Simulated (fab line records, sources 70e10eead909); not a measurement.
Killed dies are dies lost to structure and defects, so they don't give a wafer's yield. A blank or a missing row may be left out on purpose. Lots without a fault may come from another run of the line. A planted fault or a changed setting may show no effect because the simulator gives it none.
One fault seen from 2 desks | flow nand_harc | each desk has only its own numbers; what lay behind them comes last

THE METROLOGY DESK
What the gauges read, lot by lot, whatever tool the lot ran on: means of the sampled wafers that have a number. A lot is out of limits, marked OUT, if its mean lies more than 4 standard deviations from the usual mean; the brackets give that distance.
Columns: A = cd_nm at NHARC_THIN_TSV_CD_MEAS_33, usual 5000.2 nm
lot  | first seen here | A
L927 | day 24 09:22    | 4999.8
L926 | day 24 11:08    | 4999.4
L928 | day 25 00:01    | 5001.1
L930 | day 25 03:31    | 4999.9
L931 | day 25 12:05    | 4999.6
L933 | day 26 20:18    | 4999.1
L932 | day 27 01:10    | 4998.9
L934 | day 28 01:05    | 5000.8
L937 | day 29 01:06    | 5000.2
L945 | day 31 17:31    | 5000.8
L947 | day 33 05:46    | 4999.6
L946 | day 33 07:43    | 5002.8
L949 | day 33 15:51    | 5000.1
This desk's finding: nothing out of limits on any of the 13 lots.

THE TOOL OWNER'S DESK: pvd_sputter-03
The tool's own readings at NHARC_P_BONDPAD_PRE_CLEAN_26 (time 30 s): means of the sampled wafers that have a number, for each lot that ran on this tool. A lot is out of limits, marked OUT, if its mean lies more than 4 standard deviations from the usual mean; the brackets give that distance.
Columns: A = heater_power_w at NHARC_P_BONDPAD_PRE_CLEAN_26, usual 423 W; B = susceptor_temp_C at NHARC_P_BONDPAD_PRE_CLEAN_26, usual 279.98 C
lot  | first seen here | A   | B
L926 | day 6 14:40     | 413 | -
L931 | day 8 12:49     | 432 | 279.77
L932 | day 9 06:27     | 459 | 280.01
L934 | day 10 04:33    | 460 | 279.97
L937 | day 11 03:07    | 407 | 280.13
L946 | day 15 01:00    | 472 | 279.96
This desk's finding: nothing out of limits on any of the 6 lots.

PUT TOGETHER
The metrology desk saw nothing out of limits.
The tool owner's desk saw nothing out of limits.

WHAT THE SIMULATOR HAD PUT IN
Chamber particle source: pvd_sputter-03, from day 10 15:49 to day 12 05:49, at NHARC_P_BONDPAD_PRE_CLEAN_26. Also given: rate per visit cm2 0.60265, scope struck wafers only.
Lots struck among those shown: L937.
